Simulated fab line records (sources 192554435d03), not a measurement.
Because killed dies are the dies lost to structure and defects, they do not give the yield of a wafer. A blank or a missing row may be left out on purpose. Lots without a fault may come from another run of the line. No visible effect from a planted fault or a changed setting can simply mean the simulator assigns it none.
Which tool is to blame? / flow n5Finfet / 24 lots, 72 wafers sampled, at 6 steps of a route of 1938

== WHAT THE GAUGES SHOWED, per wafer ==
The record lacks any reading of a measuring or inspecting step that a usual standard deviation could be used to judge.

== EACH LOT AND THE TOOL THAT RAN IT (in order: tool; ch and the chambers of the sampled wafers; start) ==
lot=L074; N5_BEOL_M2_SPUTTER_94=pvdSputter-02, day 7 05:07; N5_BEOL_M2_CO_CAP_55=cvdCo-02 ch 1,2, day 7 06:12; N5_BEOL_M3_ETCHBACK_99=rieDiel-02 ch 1,3, day 7 11:03; N5_BEOL_M3_DEGAS_44=pvdSputter-03, day 7 11:38; N5_BEOL_M3_SPUTTER_48=pvdSputter-02, day 7 12:29; N5_BEOL_M3_ANNEAL_80=pvdSputter-02, day 7 12:47
lot=L075; N5_BEOL_M2_SPUTTER_94=pvdSputter-01, day 7 05:15; N5_BEOL_M2_CO_CAP_55=cvdCo-01 ch 1,2, day 7 06:20; N5_BEOL_M3_ETCHBACK_99=rieDiel-04 ch 0,1, day 7 11:05; N5_BEOL_M3_DEGAS_44=pvdSputter-01, day 7 11:43; N5_BEOL_M3_SPUTTER_48=pvdSputter-03, day 7 12:30; N5_BEOL_M3_ANNEAL_80=pvdSputter-03, day 7 12:48
lot=L077; N5_BEOL_M2_SPUTTER_94=pvdSputter-03, day 7 10:59; N5_BEOL_M2_CO_CAP_55=cvdCo-01 ch 0,2, day 7 12:16; N5_BEOL_M3_ETCHBACK_99=rieDiel-02 ch 0,2, day 8 00:57; N5_BEOL_M3_DEGAS_44=pvdSputter-01, day 8 02:20; N5_BEOL_M3_SPUTTER_48=pvdSputter-02, day 8 02:58; N5_BEOL_M3_ANNEAL_80=pvdSputter-02, day 8 03:16
lot=L076; N5_BEOL_M2_SPUTTER_94=pvdSputter-01, day 7 11:08; N5_BEOL_M2_CO_CAP_55=cvdCo-02 ch 0,1,2, day 7 12:30; N5_BEOL_M3_ETCHBACK_99=rieDiel-04 ch 1,2,3, day 8 02:27; N5_BEOL_M3_DEGAS_44=pvdSputter-01, day 8 03:14; N5_BEOL_M3_SPUTTER_48=pvdSputter-01, day 8 04:08; N5_BEOL_M3_ANNEAL_80=pvdSputter-01, day 8 04:26
lot=L078; N5_BEOL_M2_SPUTTER_94=pvdSputter-02, day 7 17:02; N5_BEOL_M2_CO_CAP_55=cvdCo-01 ch 0,1,2, day 7 18:08; N5_BEOL_M3_ETCHBACK_99=rieDiel-02 ch 0,3, day 8 01:47; N5_BEOL_M3_DEGAS_44=pvdSputter-03, day 8 02:59; N5_BEOL_M3_SPUTTER_48=pvdSputter-03, day 8 03:40; N5_BEOL_M3_ANNEAL_80=pvdSputter-03, day 8 03:58
lot=L079; N5_BEOL_M2_SPUTTER_94=pvdSputter-03, day 7 23:09; N5_BEOL_M2_CO_CAP_55=cvdCo-01 ch 1,2, day 8 00:17; N5_BEOL_M3_ETCHBACK_99=rieDiel-04 ch 0,1,3, day 8 06:23; N5_BEOL_M3_DEGAS_44=pvdSputter-02, day 8 07:09; N5_BEOL_M3_SPUTTER_48=pvdSputter-01, day 8 07:49; N5_BEOL_M3_ANNEAL_80=pvdSputter-01, day 8 08:07
lot=L081; N5_BEOL_M2_SPUTTER_94=pvdSputter-02, day 8 10:51; N5_BEOL_M2_CO_CAP_55=cvdCo-02 ch 0,2, day 8 11:56; N5_BEOL_M3_ETCHBACK_99=rieDiel-06 ch 0,2,3, day 8 15:41; N5_BEOL_M3_DEGAS_44=pvdSputter-02, day 8 16:19; N5_BEOL_M3_SPUTTER_48=pvdSputter-03, day 8 17:23; N5_BEOL_M3_ANNEAL_80=pvdSputter-03, day 8 17:41
lot=L080; N5_BEOL_M2_SPUTTER_94=pvdSputter-01, day 8 11:14; N5_BEOL_M2_CO_CAP_55=cvdCo-02 ch 0,1,2, day 8 12:19; N5_BEOL_M3_ETCHBACK_99=rieDiel-02 ch 0,3, day 8 17:08; N5_BEOL_M3_DEGAS_44=pvdSputter-02, day 8 18:35; N5_BEOL_M3_SPUTTER_48=pvdSputter-02, day 8 19:13; N5_BEOL_M3_ANNEAL_80=pvdSputter-02, day 8 19:31
lot=L082; N5_BEOL_M2_SPUTTER_94=pvdSputter-02, day 8 22:55; N5_BEOL_M2_CO_CAP_55=cvdCo-01 ch 0,1,2, day 9 00:00; N5_BEOL_M3_ETCHBACK_99=rieDiel-04 ch 0,1,3, day 9 02:19; N5_BEOL_M3_DEGAS_44=pvdSputter-01, day 9 03:13; N5_BEOL_M3_SPUTTER_48=pvdSputter-02, day 9 04:08; N5_BEOL_M3_ANNEAL_80=pvdSputter-02, day 9 04:26
lot=L083; N5_BEOL_M2_SPUTTER_94=pvdSputter-01, day 9 02:20; N5_BEOL_M2_CO_CAP_55=cvdCo-01 ch 0,1,2, day 9 03:25; N5_BEOL_M3_ETCHBACK_99=rieDiel-06 ch 1,2, day 9 12:50; N5_BEOL_M3_DEGAS_44=pvdSputter-01, day 9 13:32; N5_BEOL_M3_SPUTTER_48=pvdSputter-01, day 9 14:16; N5_BEOL_M3_ANNEAL_80=pvdSputter-01, day 9 14:34
lot=L084; N5_BEOL_M2_SPUTTER_94=pvdSputter-03, day 9 12:33; N5_BEOL_M2_CO_CAP_55=cvdCo-02 ch 0,1, day 9 13:38; N5_BEOL_M3_ETCHBACK_99=rieDiel-06 ch 0,2,3, day 9 19:14; N5_BEOL_M3_DEGAS_44=pvdSputter-03, day 9 20:14; N5_BEOL_M3_SPUTTER_48=pvdSputter-03, day 9 21:01; N5_BEOL_M3_ANNEAL_80=pvdSputter-03, day 9 21:19
lot=L085; N5_BEOL_M2_SPUTTER_94=pvdSputter-02, day 9 16:24; N5_BEOL_M2_CO_CAP_55=cvdCo-02 ch 0,1,2, day 9 17:33; N5_BEOL_M3_ETCHBACK_99=rieDiel-06 ch 0,2,3, day 9 23:10; N5_BEOL_M3_DEGAS_44=pvdSputter-02, day 9 23:50; N5_BEOL_M3_SPUTTER_48=pvdSputter-01, day 10 00:56; N5_BEOL_M3_ANNEAL_80=pvdSputter-01, day 10 01:14
lot=L087; N5_BEOL_M2_SPUTTER_94=pvdSputter-02, day 10 07:20; N5_BEOL_M2_CO_CAP_55=cvdCo-01 ch 0,1,2, day 10 08:25; N5_BEOL_M3_ETCHBACK_99=rieDiel-06 ch 1,2, day 10 12:20; N5_BEOL_M3_DEGAS_44=pvdSputter-03, day 10 13:07; N5_BEOL_M3_SPUTTER_48=pvdSputter-01, day 10 14:01; N5_BEOL_M3_ANNEAL_80=pvdSputter-01, day 10 14:19
lot=L088; N5_BEOL_M2_SPUTTER_94=pvdSputter-03, day 10 11:44; N5_BEOL_M2_CO_CAP_55=cvdCo-01 ch 0,1, day 10 12:49; N5_BEOL_M3_ETCHBACK_99=rieDiel-06 ch 0,1,3, day 10 15:15; N5_BEOL_M3_DEGAS_44=pvdSputter-03, day 10 16:04; N5_BEOL_M3_SPUTTER_48=pvdSputter-02, day 10 17:28; N5_BEOL_M3_ANNEAL_80=pvdSputter-02, day 10 17:46
lot=L086; N5_BEOL_M2_SPUTTER_94=pvdSputter-02, day 10 12:10; N5_BEOL_M2_CO_CAP_55=cvdCo-02 ch 1,2, day 10 13:15; N5_BEOL_M3_ETCHBACK_99=rieDiel-04 ch 1,2,3, day 10 18:09; N5_BEOL_M3_DEGAS_44=pvdSputter-03, day 10 19:31; N5_BEOL_M3_SPUTTER_48=pvdSputter-03, day 10 20:11; N5_BEOL_M3_ANNEAL_80=pvdSputter-03, day 10 20:29
lot=L089; N5_BEOL_M2_SPUTTER_94=pvdSputter-02, day 10 17:10; N5_BEOL_M2_CO_CAP_55=cvdCo-01 ch 0,2, day 10 18:16; N5_BEOL_M3_ETCHBACK_99=rieDiel-02 ch 0,1,2, day 10 22:14; N5_BEOL_M3_DEGAS_44=pvdSputter-02, day 10 22:59; N5_BEOL_M3_SPUTTER_48=pvdSputter-02, day 11 01:12; N5_BEOL_M3_ANNEAL_80=pvdSputter-02, day 11 01:30
lot=L090; N5_BEOL_M2_SPUTTER_94=pvdSputter-03, day 10 18:34; N5_BEOL_M2_CO_CAP_55=cvdCo-02 ch 0,1,2, day 10 19:39; N5_BEOL_M3_ETCHBACK_99=rieDiel-04 ch 1,2, day 11 01:04; N5_BEOL_M3_DEGAS_44=pvdSputter-01, day 11 02:04; N5_BEOL_M3_SPUTTER_48=pvdSputter-01, day 11 02:59; N5_BEOL_M3_ANNEAL_80=pvdSputter-01, day 11 03:17
lot=L091; N5_BEOL_M2_SPUTTER_94=pvdSputter-02, day 11 00:54; N5_BEOL_M2_CO_CAP_55=cvdCo-01 ch 0,1,2, day 11 01:59; N5_BEOL_M3_ETCHBACK_99=rieDiel-04 ch 0,3, day 11 06:43; N5_BEOL_M3_DEGAS_44=pvdSputter-01, day 11 07:31; N5_BEOL_M3_SPUTTER_48=pvdSputter-01, day 11 08:10; N5_BEOL_M3_ANNEAL_80=pvdSputter-01, day 11 08:28
lot=L092; N5_BEOL_M2_SPUTTER_94=pvdSputter-03, day 11 09:21; N5_BEOL_M2_CO_CAP_55=cvdCo-02 ch 0,1,2, day 11 10:26; N5_BEOL_M3_ETCHBACK_99=rieDiel-02 ch 1,2, day 11 21:47; N5_BEOL_M3_DEGAS_44=pvdSputter-02, day 11 22:24; N5_BEOL_M3_SPUTTER_48=pvdSputter-02, day 12 00:44; N5_BEOL_M3_ANNEAL_80=pvdSputter-02, day 12 01:02
lot=L093; N5_BEOL_M2_SPUTTER_94=pvdSputter-03, day 11 12:35; N5_BEOL_M2_CO_CAP_55=cvdCo-01 ch 1,2, day 11 13:53; N5_BEOL_M3_ETCHBACK_99=rieDiel-04 ch 0,1,2, day 11 21:19; N5_BEOL_M3_DEGAS_44=pvdSputter-02, day 11 22:08; N5_BEOL_M3_SPUTTER_48=pvdSputter-02, day 11 22:54; N5_BEOL_M3_ANNEAL_80=pvdSputter-02, day 11 23:12
lot=L094; N5_BEOL_M2_SPUTTER_94=pvdSputter-01, day 12 06:18; N5_BEOL_M2_CO_CAP_55=cvdCo-02 ch 0,1,2, day 12 07:23; N5_BEOL_M3_ETCHBACK_99=rieDiel-02 ch 0,1,2, day 12 12:47; N5_BEOL_M3_DEGAS_44=pvdSputter-02, day 12 13:34; N5_BEOL_M3_SPUTTER_48=pvdSputter-01, day 12 15:44; N5_BEOL_M3_ANNEAL_80=pvdSputter-01, day 12 16:02
lot=L096; N5_BEOL_M2_SPUTTER_94=pvdSputter-02, day 12 08:24; N5_BEOL_M2_CO_CAP_55=cvdCo-02 ch 0,1,2, day 12 09:44; N5_BEOL_M3_ETCHBACK_99=rieDiel-02 ch 0,3, day 12 15:43; N5_BEOL_M3_DEGAS_44=pvdSputter-03, day 12 16:23; N5_BEOL_M3_SPUTTER_48=pvdSputter-03, day 12 16:58; N5_BEOL_M3_ANNEAL_80=pvdSputter-03, day 12 17:16
lot=L095; N5_BEOL_M2_SPUTTER_94=pvdSputter-02, day 12 11:13; N5_BEOL_M2_CO_CAP_55=cvdCo-01 ch 0,2, day 12 12:19; N5_BEOL_M3_ETCHBACK_99=rieDiel-02 ch 1,3, day 12 16:52; N5_BEOL_M3_DEGAS_44=pvdSputter-02, day 12 17:45; N5_BEOL_M3_SPUTTER_48=pvdSputter-02, day 12 18:32; N5_BEOL_M3_ANNEAL_80=pvdSputter-02, day 12 18:50
lot=L097; N5_BEOL_M2_SPUTTER_94=pvdSputter-03, day 12 12:47; N5_BEOL_M2_CO_CAP_55=cvdCo-02 ch 0,1, day 12 14:10; N5_BEOL_M3_ETCHBACK_99=rieDiel-04 ch 2,3, day 12 18:28; N5_BEOL_M3_DEGAS_44=pvdSputter-03, day 12 19:25; N5_BEOL_M3_SPUTTER_48=pvdSputter-03, day 12 20:02; N5_BEOL_M3_ANNEAL_80=pvdSputter-03, day 12 20:20
- N5_BEOL_M2_SPUTTER_94: material Cu, target thk 4.5 nm, time 8.29 s.
- N5_BEOL_M2_CO_CAP_55: material Co, precursor CCTBA/H2, target thk 2 nm, time 102.1 s.
- N5_BEOL_M3_ETCHBACK_99: etches SiO2 in CHF3, target depth 5 nm, time 10.4 s.
- N5_BEOL_M3_DEGAS_44: time 60 s.
- N5_BEOL_M3_SPUTTER_48: material Cu, target thk 4.5 nm, time 8.29 s.
- N5_BEOL_M3_ANNEAL_80: time 240 s.

== WHAT THE TOOLS THEMSELVES READ (means of the sampled wafers that have a number; where no wafer has one, the mark that the record gives instead) ==
N5_BEOL_M2_SPUTTER_94. Usual: chamberPressurePa 0.07002 Pa, standard deviation 0.00013; throttleValvePct 30.3 %, standard deviation 1.5.
lot=L074; tool=pvdSputter-02; chamberPressurePa (Pa)=0.07003; throttleValvePct (%)=31.2; flag=
lot=L075; tool=pvdSputter-01; chamberPressurePa (Pa)=0.06985; throttleValvePct (%)=30.1; flag=
lot=L077; tool=pvdSputter-03; chamberPressurePa (Pa)=0.07007; throttleValvePct (%)=31.1; flag=
lot=L076; tool=pvdSputter-01; chamberPressurePa (Pa)=0.06998; throttleValvePct (%)=29.0; flag=
lot=L078; tool=pvdSputter-02; chamberPressurePa (Pa)=0.06998; throttleValvePct (%)=31.2; flag=
lot=L079; tool=pvdSputter-03; chamberPressurePa (Pa)=0.07011; throttleValvePct (%)=31.7; flag=
lot=L081; tool=pvdSputter-02; chamberPressurePa (Pa)=0.06997; throttleValvePct (%)=29.9; flag=
lot=L080; tool=pvdSputter-01; chamberPressurePa (Pa)=0.07007; throttleValvePct (%)=29.4; flag=
lot=L082; tool=pvdSputter-02; chamberPressurePa (Pa)=0.06995; throttleValvePct (%)=29.8; flag=
lot=L083; tool=pvdSputter-01; chamberPressurePa (Pa)=0.07017; throttleValvePct (%)=29.2; flag=
lot=L084; tool=pvdSputter-03; chamberPressurePa (Pa)=0.07005; throttleValvePct (%)=30.3; flag=
lot=L085; tool=pvdSputter-02; chamberPressurePa (Pa)=0.07008; throttleValvePct (%)=30.4; flag=
lot=L087; tool=pvdSputter-02; chamberPressurePa (Pa)=0.07001; throttleValvePct (%)=29.2; flag=
lot=L088; tool=pvdSputter-03; chamberPressurePa (Pa)=0.07001; throttleValvePct (%)=31.0; flag=
lot=L086; tool=pvdSputter-02; chamberPressurePa (Pa)=0.06996; throttleValvePct (%)=31.4; flag=
lot=L089; tool=pvdSputter-02; chamberPressurePa (Pa)=0.07007; throttleValvePct (%)=30.0; flag=
lot=L090; tool=pvdSputter-03; chamberPressurePa (Pa)=0.07009; throttleValvePct (%)=31.7; flag=
lot=L091; tool=pvdSputter-02; chamberPressurePa (Pa)=0.07005; throttleValvePct (%)=30.5; flag=
lot=L092; tool=pvdSputter-03; chamberPressurePa (Pa)=0.07000; throttleValvePct (%)=31.1; flag=
lot=L093; tool=pvdSputter-03; chamberPressurePa (Pa)=0.07002; throttleValvePct (%)=30.1; flag=
lot=L094; tool=pvdSputter-01; chamberPressurePa (Pa)=0.07003; throttleValvePct (%)=28.9; flag=
lot=L096; tool=pvdSputter-02; chamberPressurePa (Pa)=0.07003; throttleValvePct (%)=28.5; flag=
lot=L095; tool=pvdSputter-02; chamberPressurePa (Pa)=0.07002; throttleValvePct (%)=30.8; flag=
lot=L097; tool=pvdSputter-03; chamberPressurePa (Pa)=0.07003; throttleValvePct (%)=30.3; flag=

N5_BEOL_M2_CO_CAP_55. Usual: 229 W for heaterPowerW, sd 23.
lot=L074; tool=cvdCo-02; heaterPowerW (W)=245; flag=
lot=L075; tool=cvdCo-01; heaterPowerW (W)=217; flag=
lot=L077; tool=cvdCo-01; heaterPowerW (W)=201; flag=
lot=L076; tool=cvdCo-02; heaterPowerW (W)=242; flag=
lot=L078; tool=cvdCo-01; heaterPowerW (W)=220; flag=
lot=L079; tool=cvdCo-01; heaterPowerW (W)=203; flag=
lot=L081; tool=cvdCo-02; heaterPowerW (W)=239; flag=
lot=L080; tool=cvdCo-02; heaterPowerW (W)=242; flag=
lot=L082; tool=cvdCo-01; heaterPowerW (W)=218; flag=
lot=L083; tool=cvdCo-01; heaterPowerW (W)=218; flag=
lot=L084; tool=cvdCo-02; heaterPowerW (W)=233; flag=
lot=L085; tool=cvdCo-02; heaterPowerW (W)=240; flag=
lot=L087; tool=cvdCo-01; heaterPowerW (W)=219; flag=
lot=L088; tool=cvdCo-01; heaterPowerW (W)=231; flag=
lot=L086; tool=cvdCo-02; heaterPowerW (W)=244; flag=
lot=L089; tool=cvdCo-01; heaterPowerW (W)=203; flag=
lot=L090; tool=cvdCo-02; heaterPowerW (W)=239; flag=
lot=L091; tool=cvdCo-01; heaterPowerW (W)=218; flag=
lot=L092; tool=cvdCo-02; heaterPowerW (W)=242; flag=
lot=L093; tool=cvdCo-01; heaterPowerW (W)=219; flag=
lot=L094; tool=cvdCo-02; heaterPowerW (W)=242; flag=
lot=L096; tool=cvdCo-02; heaterPowerW (W)=242; flag=
lot=L095; tool=cvdCo-01; heaterPowerW (W)=206; flag=
lot=L097; tool=cvdCo-02; heaterPowerW (W)=232; flag=

N5_BEOL_M3_ETCHBACK_99. Usual: drypumpMotorCurrentA 5.7 A, standard deviation 0.38; oes_f_703_au 0.81 a.u., standard deviation 0.074; oesProductAu 0.81 a.u., standard deviation 0.069; rfVppV 240 V, standard deviation 3.3; showerheadPlenumPTorr 2.17 Torr, standard deviation 0.088; throttleValvePct 17.01 %, standard deviation 0.26.
lot=L074; tool=rieDiel-02; drypumpMotorCurrentA (A)=5.7; oes_f_703_au (a.u.)=0.88; oesProductAu (a.u.)=0.89; rfVppV (V)=238; showerheadPlenumPTorr (Torr)=2.28; throttleValvePct (%)=16.68; flag=
lot=L075; tool=rieDiel-04; drypumpMotorCurrentA (A)=5.6; oes_f_703_au (a.u.)=0.85; oesProductAu (a.u.)=0.87; rfVppV (V)=243; showerheadPlenumPTorr (Torr)=2.11; throttleValvePct (%)=16.81; flag=
lot=L077; tool=rieDiel-02; drypumpMotorCurrentA (A)=5.6; oes_f_703_au (a.u.)=0.77; oesProductAu (a.u.)=0.77; rfVppV (V)=239; showerheadPlenumPTorr (Torr)=2.20; throttleValvePct (%)=17.36; flag=
lot=L076; tool=rieDiel-04; drypumpMotorCurrentA (A)=5.6; oes_f_703_au (a.u.)=0.83; oesProductAu (a.u.)=0.81; rfVppV (V)=238; showerheadPlenumPTorr (Torr)=2.14; throttleValvePct (%)=17.10; flag=
lot=L078; tool=rieDiel-02; drypumpMotorCurrentA (A)=5.4; oes_f_703_au (a.u.)=0.79; oesProductAu (a.u.)=0.78; rfVppV (V)=242; showerheadPlenumPTorr (Torr)=2.28; throttleValvePct (%)=17.15; flag=
lot=L079; tool=rieDiel-04; drypumpMotorCurrentA (A)=5.7; oes_f_703_au (a.u.)=0.84; oesProductAu (a.u.)=0.86; rfVppV (V)=241; showerheadPlenumPTorr (Torr)=2.14; throttleValvePct (%)=16.95; flag=
lot=L081; tool=rieDiel-06; drypumpMotorCurrentA (A)=5.7; oes_f_703_au (a.u.)=0.77; oesProductAu (a.u.)=0.77; rfVppV (V)=242; showerheadPlenumPTorr (Torr)=2.17; throttleValvePct (%)=16.98; flag=
lot=L080; tool=rieDiel-02; drypumpMotorCurrentA (A)=5.6; oes_f_703_au (a.u.)=0.81; oesProductAu (a.u.)=0.80; rfVppV (V)=241; showerheadPlenumPTorr (Torr)=2.28; throttleValvePct (%)=16.91; flag=
lot=L082; tool=rieDiel-04; drypumpMotorCurrentA (A)=5.7; oes_f_703_au (a.u.)=0.83; oesProductAu (a.u.)=0.84; rfVppV (V)=241; showerheadPlenumPTorr (Torr)=2.14; throttleValvePct (%)=16.97; flag=
lot=L083; tool=rieDiel-06; drypumpMotorCurrentA (A)=6.1; oes_f_703_au (a.u.)=0.84; oesProductAu (a.u.)=0.82; rfVppV (V)=240; showerheadPlenumPTorr (Torr)=2.21; throttleValvePct (%)=16.82; flag=
lot=L084; tool=rieDiel-06; drypumpMotorCurrentA (A)=5.7; oes_f_703_au (a.u.)=0.76; oesProductAu (a.u.)=0.75; rfVppV (V)=242; showerheadPlenumPTorr (Torr)=2.17; throttleValvePct (%)=16.98; flag=
lot=L085; tool=rieDiel-06; drypumpMotorCurrentA (A)=5.7; oes_f_703_au (a.u.)=0.76; oesProductAu (a.u.)=0.75; rfVppV (V)=243; showerheadPlenumPTorr (Torr)=2.17; throttleValvePct (%)=16.98; flag=
lot=L087; tool=rieDiel-06; drypumpMotorCurrentA (A)=6.1; oes_f_703_au (a.u.)=0.83; oesProductAu (a.u.)=0.82; rfVppV (V)=241; showerheadPlenumPTorr (Torr)=2.21; throttleValvePct (%)=16.83; flag=
lot=L088; tool=rieDiel-06; drypumpMotorCurrentA (A)=5.8; oes_f_703_au (a.u.)=0.78; oesProductAu (a.u.)=0.76; rfVppV (V)=240; showerheadPlenumPTorr (Torr)=2.12; throttleValvePct (%)=16.97; flag=
lot=L086; tool=rieDiel-04; drypumpMotorCurrentA (A)=5.6; oes_f_703_au (a.u.)=0.80; oesProductAu (a.u.)=0.80; rfVppV (V)=239; showerheadPlenumPTorr (Torr)=2.13; throttleValvePct (%)=17.15; flag=
lot=L089; tool=rieDiel-02; drypumpMotorCurrentA (A)=5.7; oes_f_703_au (a.u.)=0.79; oesProductAu (a.u.)=0.80; rfVppV (V)=237; showerheadPlenumPTorr (Torr)=2.20; throttleValvePct (%)=17.18; flag=
lot=L090; tool=rieDiel-04; drypumpMotorCurrentA (A)=5.4; oes_f_703_au (a.u.)=0.72; oesProductAu (a.u.)=0.73; rfVppV (V)=241; showerheadPlenumPTorr (Torr)=2.11; throttleValvePct (%)=17.18; flag=
lot=L091; tool=rieDiel-04; drypumpMotorCurrentA (A)=5.7; oes_f_703_au (a.u.)=0.88; oesProductAu (a.u.)=0.89; rfVppV (V)=239; showerheadPlenumPTorr (Torr)=2.12; throttleValvePct (%)=16.81; flag=
lot=L092; tool=rieDiel-02; drypumpMotorCurrentA (A)=6.2; oes_f_703_au (a.u.)=0.80; oesProductAu (a.u.)=0.80; rfVppV (V)=236; showerheadPlenumPTorr (Torr)=2.13; throttleValvePct (%)=17.14; flag=
lot=L093; tool=rieDiel-04; drypumpMotorCurrentA (A)=5.5; oes_f_703_au (a.u.)=0.79; oesProductAu (a.u.)=0.78; rfVppV (V)=243; showerheadPlenumPTorr (Torr)=2.10; throttleValvePct (%)=17.02; flag=
lot=L094; tool=rieDiel-02; drypumpMotorCurrentA (A)=5.7; oes_f_703_au (a.u.)=0.78; oesProductAu (a.u.)=0.78; rfVppV (V)=238; showerheadPlenumPTorr (Torr)=2.19; throttleValvePct (%)=17.20; flag=
lot=L096; tool=rieDiel-02; drypumpMotorCurrentA (A)=5.4; oes_f_703_au (a.u.)=0.76; oesProductAu (a.u.)=0.76; rfVppV (V)=240; showerheadPlenumPTorr (Torr)=2.26; throttleValvePct (%)=17.22; flag=
lot=L095; tool=rieDiel-02; drypumpMotorCurrentA (A)=5.8; oes_f_703_au (a.u.)=0.82; oesProductAu (a.u.)=0.82; rfVppV (V)=239; showerheadPlenumPTorr (Torr)=2.28; throttleValvePct (%)=16.74; flag=
lot=L097; tool=rieDiel-04; drypumpMotorCurrentA (A)=5.5; oes_f_703_au (a.u.)=0.85; oesProductAu (a.u.)=0.81; rfVppV (V)=237; showerheadPlenumPTorr (Torr)=2.11; throttleValvePct (%)=17.15; flag=

N5_BEOL_M3_DEGAS_44. Usual: 352 W for heaterPowerW, sd 28.
lot=L074; tool=pvdSputter-03; heaterPowerW (W)=357; flag=
lot=L075; tool=pvdSputter-01; heaterPowerW (W)=334; flag=
lot=L077; tool=pvdSputter-01; heaterPowerW (W)=331; flag=
lot=L076; tool=pvdSputter-01; heaterPowerW (W)=330; flag=
lot=L078; tool=pvdSputter-03; heaterPowerW (W)=362; flag=
lot=L079; tool=pvdSputter-02; heaterPowerW (W)=358; flag=
lot=L081; tool=pvdSputter-02; heaterPowerW (W)=363; flag=
lot=L080; tool=pvdSputter-02; heaterPowerW (W)=360; flag=
lot=L082; tool=pvdSputter-01; heaterPowerW (W)=354; flag=
lot=L083; tool=pvdSputter-01; heaterPowerW (W)=319; flag=
lot=L084; tool=pvdSputter-03; heaterPowerW (W)=314; flag=
lot=L085; tool=pvdSputter-02; heaterPowerW (W)=358; flag=
lot=L087; tool=pvdSputter-03; heaterPowerW (W)=351; flag=
lot=L088; tool=pvdSputter-03; heaterPowerW (W)=341; flag=
lot=L086; tool=pvdSputter-03; heaterPowerW (W)=342; flag=
lot=L089; tool=pvdSputter-02; heaterPowerW (W)=368; flag=
lot=L090; tool=pvdSputter-01; heaterPowerW (W)=352; flag=
lot=L091; tool=pvdSputter-01; heaterPowerW (W)=354; flag=
lot=L092; tool=pvdSputter-02; heaterPowerW (W)=370; flag=
lot=L093; tool=pvdSputter-02; heaterPowerW (W)=360; flag=
lot=L094; tool=pvdSputter-02; heaterPowerW (W)=366; flag=
lot=L096; tool=pvdSputter-03; heaterPowerW (W)=340; flag=
lot=L095; tool=pvdSputter-02; heaterPowerW (W)=373; flag=
lot=L097; tool=pvdSputter-03; heaterPowerW (W)=324; flag=

N5_BEOL_M3_SPUTTER_48. Usual: chamberPressurePa 0.06998 Pa, standard deviation 0.00015; throttleValvePct 30.2 %, standard deviation 1.5.
lot=L074; tool=pvdSputter-02; chamberPressurePa (Pa)=0.07003; throttleValvePct (%)=30.9; flag=
lot=L075; tool=pvdSputter-03; chamberPressurePa (Pa)=0.06986; throttleValvePct (%)=31.1; flag=
lot=L077; tool=pvdSputter-02; chamberPressurePa (Pa)=0.06995; throttleValvePct (%)=31.8; flag=
lot=L076; tool=pvdSputter-01; chamberPressurePa (Pa)=0.06998; throttleValvePct (%)=29.8; flag=
lot=L078; tool=pvdSputter-03; chamberPressurePa (Pa)=0.07009; throttleValvePct (%)=30.5; flag=
lot=L079; tool=pvdSputter-01; chamberPressurePa (Pa)=0.07004; throttleValvePct (%)=29.7; flag=
lot=L081; tool=pvdSputter-03; chamberPressurePa (Pa)=0.06978; throttleValvePct (%)=30.2; flag=
lot=L080; tool=pvdSputter-02; chamberPressurePa (Pa)=0.07022; throttleValvePct (%)=31.8; flag=
lot=L082; tool=pvdSputter-02; chamberPressurePa (Pa)=0.07007; throttleValvePct (%)=31.3; flag=
lot=L083; tool=pvdSputter-01; chamberPressurePa (Pa)=0.06981; throttleValvePct (%)=29.2; flag=
lot=L084; tool=pvdSputter-03; chamberPressurePa (Pa)=0.07006; throttleValvePct (%)=30.4; flag=
lot=L085; tool=pvdSputter-01; chamberPressurePa (Pa)=0.06990; throttleValvePct (%)=30.0; flag=
lot=L087; tool=pvdSputter-01; chamberPressurePa (Pa)=0.07002; throttleValvePct (%)=29.0; flag=
lot=L088; tool=pvdSputter-02; chamberPressurePa (Pa)=0.06976; throttleValvePct (%)=31.8; flag=
lot=L086; tool=pvdSputter-03; chamberPressurePa (Pa)=0.07006; throttleValvePct (%)=30.2; flag=
lot=L089; tool=pvdSputter-02; chamberPressurePa (Pa)=0.06984; throttleValvePct (%)=31.1; flag=
lot=L090; tool=pvdSputter-01; chamberPressurePa (Pa)=0.06983; throttleValvePct (%)=29.0; flag=
lot=L091; tool=pvdSputter-01; chamberPressurePa (Pa)=0.07008; throttleValvePct (%)=29.2; flag=
lot=L092; tool=pvdSputter-02; chamberPressurePa (Pa)=0.06991; throttleValvePct (%)=29.1; flag=
lot=L093; tool=pvdSputter-02; chamberPressurePa (Pa)=0.06999; throttleValvePct (%)=31.2; flag=
lot=L094; tool=pvdSputter-01; chamberPressurePa (Pa)=0.06998; throttleValvePct (%)=29.6; flag=
lot=L096; tool=pvdSputter-03; chamberPressurePa (Pa)=0.06997; throttleValvePct (%)=31.1; flag=
lot=L095; tool=pvdSputter-02; chamberPressurePa (Pa)=0.06998; throttleValvePct (%)=30.5; flag=
lot=L097; tool=pvdSputter-03; chamberPressurePa (Pa)=0.07000; throttleValvePct (%)=31.1; flag=

N5_BEOL_M3_ANNEAL_80. Usual: 870 W for heaterPowerW, sd 77.
lot=L074; tool=pvdSputter-02; heaterPowerW (W)=904; flag=
lot=L075; tool=pvdSputter-03; heaterPowerW (W)=895; flag=
lot=L077; tool=pvdSputter-02; heaterPowerW (W)=882; flag=
lot=L076; tool=pvdSputter-01; heaterPowerW (W)=791; flag=
lot=L078; tool=pvdSputter-03; heaterPowerW (W)=934; flag=
lot=L079; tool=pvdSputter-01; heaterPowerW (W)=799; flag=
lot=L081; tool=pvdSputter-03; heaterPowerW (W)=875; flag=
lot=L080; tool=pvdSputter-02; heaterPowerW (W)=909; flag=
lot=L082; tool=pvdSputter-02; heaterPowerW (W)=897; flag=
lot=L083; tool=pvdSputter-01; heaterPowerW (W)=824; flag=
lot=L084; tool=pvdSputter-03; heaterPowerW (W)=938; flag=
lot=L085; tool=pvdSputter-01; heaterPowerW (W)=790; flag=
lot=L087; tool=pvdSputter-01; heaterPowerW (W)=747; flag=
lot=L088; tool=pvdSputter-02; heaterPowerW (W)=862; flag=
lot=L086; tool=pvdSputter-03; heaterPowerW (W)=847; flag=
lot=L089; tool=pvdSputter-02; heaterPowerW (W)=926; flag=
lot=L090; tool=pvdSputter-01; heaterPowerW (W)=833; flag=
lot=L091; tool=pvdSputter-01; heaterPowerW (W)=836; flag=
lot=L092; tool=pvdSputter-02; heaterPowerW (W)=905; flag=
lot=L093; tool=pvdSputter-02; heaterPowerW (W)=908; flag=
lot=L094; tool=pvdSputter-01; heaterPowerW (W)=790; flag=
lot=L096; tool=pvdSputter-03; heaterPowerW (W)=897; flag=
lot=L095; tool=pvdSputter-02; heaterPowerW (W)=941; flag=
lot=L097; tool=pvdSputter-03; heaterPowerW (W)=908; flag=

== THE ANSWER, worked out from the rows above alone ==
Rule: lot off if the mean of its wafers having a number is beyond 3 standard deviations from the usual mean. A lot without any number at a reading at which 4 lots or more have one is off too. All remaining lots with rows at the step are treated as sound. First the gauges in route order, then the tools' own readings, where a lot's mean is used as printed above. At the first step where some lot is off, the reading lying furthest off is the one used; lots without a number count as furthest.
No lot is off on any of the readings shown, so nothing can be concluded from this.

== WHAT THE SIMULATOR HAD INSERTED ==
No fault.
